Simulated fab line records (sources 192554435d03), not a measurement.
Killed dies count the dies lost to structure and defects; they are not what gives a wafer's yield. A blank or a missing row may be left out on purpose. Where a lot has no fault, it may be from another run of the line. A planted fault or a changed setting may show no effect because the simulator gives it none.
One fault seen from 2 desks + flow n5-finfet + only its own numbers are on each desk; what lay behind them is given at the end

## TOOL OWNER'S DESK, plasma-asher-01
The tool's own readings at N5_HKMG_FIN_STRIP_69 (strips in N2/H2, time 360 s): means of the sampled wafers that have a number, for each lot that ran on this tool. The brackets show how far a lot's mean lies from the usual mean; more than 4 standard deviations puts the lot out of limits, marked OUT.
Columns: A = drypump-motor-current-A at N5_HKMG_FIN_STRIP_69, usual 6.0 A; B = heater-power-w at N5_HKMG_FIN_STRIP_69, usual 464 W
| lot  | first seen here | A   | B   |
|------|-----------------|-----|-----|
| L212 | day 4 18:51     | 6.2 | 487 |
| L213 | day 4 21:02     | 6.2 | 490 |
| L216 | day 5 04:56     | 6.1 | 475 |
| L220 | day 6 09:13     | 6.2 | 495 |
| L223 | day 7 02:26     | 6.2 | 483 |
| L232 | day 9 07:57     | 6.2 | 484 |
| L233 | day 9 14:47     | 6.2 | 490 |
| L234 | day 9 20:25     | 6.2 | 495 |
| L235 | day 10 01:05    | 6.2 | 500 |
This desk's finding: nothing out of limits on any of the 9 lots.

## FROM THE METROLOGY DESK
Lot by lot, what the gauges showed, no matter which tool ran the lot: averages of those sampled wafers that carry a number. The brackets show how far a lot's mean lies from the usual mean; more than 4 standard deviations puts the lot out of limits, marked OUT.
Columns: A = M15_RS at N5_BEOL_M15_RS_MEAS_54, usual 0.0215 ohm/sq
| lot  | first seen here | A      |
|------|-----------------|--------|
| L212 | day 12 13:46    | 0.0219 |
| L213 | day 12 14:05    | 0.0221 |
| L216 | day 14 15:34    | 0.0218 |
| L218 | day 15 22:14    | 0.0211 |
| L220 | day 16 19:40    | 0.0217 |
| L223 | day 17 05:59    | 0.0208 |
| L225 | day 17 09:49    | 0.0214 |
| L226 | day 19 02:40    | 0.0219 |
| L233 | day 19 09:23    | 0.0220 |
| L234 | day 19 09:33    | 0.0212 |
| L232 | day 19 11:56    | 0.0217 |
| L235 | day 19 15:52    | 0.0217 |
This desk's finding: nothing out of limits on any of the 12 lots.

## ALL TOGETHER
Nothing out of limits was seen by the tool owner's desk.
At the metrology desk, nothing out of limits was observed.

## WHAT HAD BEEN PUT IN BY THE SIMULATOR
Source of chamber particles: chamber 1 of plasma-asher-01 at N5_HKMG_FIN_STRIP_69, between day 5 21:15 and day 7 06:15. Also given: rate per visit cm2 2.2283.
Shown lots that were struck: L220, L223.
